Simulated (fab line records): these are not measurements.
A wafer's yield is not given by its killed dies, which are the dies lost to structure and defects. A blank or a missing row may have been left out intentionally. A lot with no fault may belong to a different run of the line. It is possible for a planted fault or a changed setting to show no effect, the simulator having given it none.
Problem report, 8D (eight disciplines) form, completed by code :: flow n5 finfet :: the parts of the form that need people (team, actions taken, sign-off) are left out

== 1. WHAT WENT WRONG ==
N5_BEOL_M2_OCD_MEAS_38, trench depth nm: mean 51.3 nm over 1 wafer from 1 lot; wafers with no fault: 55.5 nm, standard deviation 0.87. That puts it -4.8 standard deviations away from the usual mean.
Seen first at day 10 09:35 on ocd-01, wafer L216.4. Wafers with a number at this step in the record: 27, from 9 lots. Rule for "out", or "out of limits": more than 4 standard deviations from the usual mean. The other wafers with a number count as sound.

== 2. WHAT IT IS, WHAT IT ISN'T ==
question: which readings at this step
is: trench depth nm
is not: -

question: which lots
is: L216
is not: L206, L208, L210, L215, L223, L225, L226, L228

question: which wafers of those lots
is: L216.4
is not: L216.1, L216.6

question: read on which gauges
is: ocd-01
is not: ocd-02

question: when
is: from day 10 09:35
is not: up to then (14 sound wafers); but 12 sound wafers of L223, L225, L226, L228 came after

== 3. THE SUSPECTS, EACH WITH WHAT RULES IT OUT ==
Counting: if a tool at a process step up to the reading ran every lot that is out, it stays a suspect. Sound lots after the first of them don't rule it out here, since some wafers of a struck lot are sound.
- the gauge at N5_BEOL_M2_OCD_MEAS_38 is ruled out. All the wafers that are out were read on ocd-01, but those of them that N5_BEOL_M2_TRENCH_ETCH_37 has rows for are out there too, on other tools.
- rie diel-03 at N5_BEOL_M2_TRENCH_ETCH_37 (etches SiOC in C4F6/O2, target depth 55.555 nm, time 29.2 s): kept. It processed L216, the lot that is out, at day 10 09:25, and its most recent sound lot before then was L208 at day 7 16:11. On those wafers its own readings are out: rf fwd power W, rf vpp V.
- rie diel-03 at N5_BEOL_M2_ETCH_41 (etches SiCN in CH3F/O2, target depth 29.9 nm, time 52.5 s): kept. It processed L216, the lot that is out, at day 10 09:35, and its most recent sound lot before then was L208 at day 7 16:20. Because N5_BEOL_M2_ETCH_41 lacks a start for some lots, the hours and order of its lots are taken from N5_BEOL_M2_OCD_MEAS_38.
- rie diel-03, N5_BEOL_M2_TRENCH_ETCH_37: wafers that are out in chamber 3, sound lot-mates in chambers 0, 1.
- rie diel-03, N5_BEOL_M2_ETCH_41: wafers that are out in chamber 3, sound lot-mates in chambers 0, 1.
Left after counting: rie diel-03 at N5_BEOL_M2_TRENCH_ETCH_37, rie diel-03 at N5_BEOL_M2_ETCH_41.

== 4. THE CAUSE (what the simulator had put in) ==
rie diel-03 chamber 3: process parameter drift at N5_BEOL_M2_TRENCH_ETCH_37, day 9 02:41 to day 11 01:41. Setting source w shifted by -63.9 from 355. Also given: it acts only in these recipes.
Counting left 2 suspects, and this tool is among them.

== 5. SEQUENCE OF EFFECTS, ordered by route ==
One row per reading whose mean, taken over the struck wafers that have a number, lies over 3 standard deviations from the usual. Scope: only readings with a usual standard deviation given in the record; hours: median across lots of the time from each lot's start at the first step in this table that gives one to its start at this step; sigmas: change in usual standard deviations.
hours: 0
step: N5_BEOL_M2_TRENCH_ETCH_37
reading: rf fwd power W
usual: 349.7 W
on struck wafers: 286.4
change: -63.3
sigmas: -35

hours: 0
step: N5_BEOL_M2_TRENCH_ETCH_37
reading: rf vpp V
usual: 666 V
on struck wafers: 726
change: +60
sigmas: +9.0

hours: 0
step: N5_BEOL_M2_OCD_MEAS_38
reading: trench depth nm
usual: 55.5 nm
on struck wafers: 51.3
change: -4.2
sigmas: -4.8
Process steps it contains:
- N5_BEOL_M2_TRENCH_ETCH_37: etches SiOC in C4F6/O2, target depth 55.555 nm, time 29.2 s.
Later steps that measure or inspect, where all struck wafers having a row at the step show a number for every such reading and not one has moved that far: N5_BEOL_M4_RC_MEAS_101.

== 6. HOW IT WOULD HAVE BEEN CAUGHT EARLIER ==
In this record the first reading out of limits at a measuring or inspecting step was taken at day 10 09:35, 31 hours after the fault began at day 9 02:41.
The tool's own readings at N5_BEOL_M2_TRENCH_ETCH_37 were out on every struck wafer that the step has a row for (rf fwd power W, rf vpp V): an alarm limit on them would have fired on the first of those.
Lots out: 1; all had begun N5_BEOL_M2_TRENCH_ETCH_37 on rie diel-03 by day 10 09:35. Tool hold at that time: it would have spared none of them.
